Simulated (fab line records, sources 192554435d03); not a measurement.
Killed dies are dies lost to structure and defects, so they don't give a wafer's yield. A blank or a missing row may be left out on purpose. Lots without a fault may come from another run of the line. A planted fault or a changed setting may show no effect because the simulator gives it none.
Chamber matching | flow n5_finfet | N5_GATE_CUT_DESCUM_18 on rie_diel-04: 4 sister chambers
The step chemistry O2, time 7 s. 4 wafers are shown with their chamber, then 11 later ones without.

WAFERS WITH THEIR CHAMBER
wafer  | chamber | showerhead_plenum_p_Torr (Torr)
L084.5 | 0       | 2.05
L088.1 | 3       | 2.03
L088.2 | 2       | 2.00
L091.1 | 1       | 2.13

WAFERS WITHOUT THEIR CHAMBER
wafer  | showerhead_plenum_p_Torr (Torr)
L091.2 | 1.99
L091.4 | 2.05
L093.2 | 1.99
L093.4 | 2.05
L093.6 | 2.02
L094.3 | 2.02
L094.4 | 1.99
L094.5 | 2.02
L095.1 | 2.02
L095.3 | 2.13
L095.4 | 1.99

WHICH CHAMBER EACH WENT THROUGH
wafer  | from the rows above     | in truth
L091.2 | 2                       | 2
L091.4 | 0                       | 0
L093.2 | 2                       | 2
L093.4 | 0                       | 0
L093.6 | can't be placed: 3 or 2 | 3
L094.3 | can't be placed: 3 or 2 | 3
L094.4 | 2                       | 2
L094.5 | can't be placed: 3 or 2 | 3
L095.1 | can't be placed: 3 or 2 | 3
L095.3 | 1                       | 1
L095.4 | 2                       | 2
Placed correctly: 7 of 11. Can't be placed from these rows: 4 (the true chamber is among the candidates in 4). Placed wrongly: 0.
How it was worked out, from the rows above alone: a wafer's distance from a chamber is the root of the sum, over the readings, of the square of ((its reading less the chamber's mean) divided by the reading's scatter). The wafer belongs to the nearest chamber; if the next one is less than 2 further off, it can't be placed. A chamber's mean is the mean of its shown wafers. The scatter: with one shown wafer a chamber, the root of the mean of the squares of how far each hidden wafer lies from its nearest shown one.
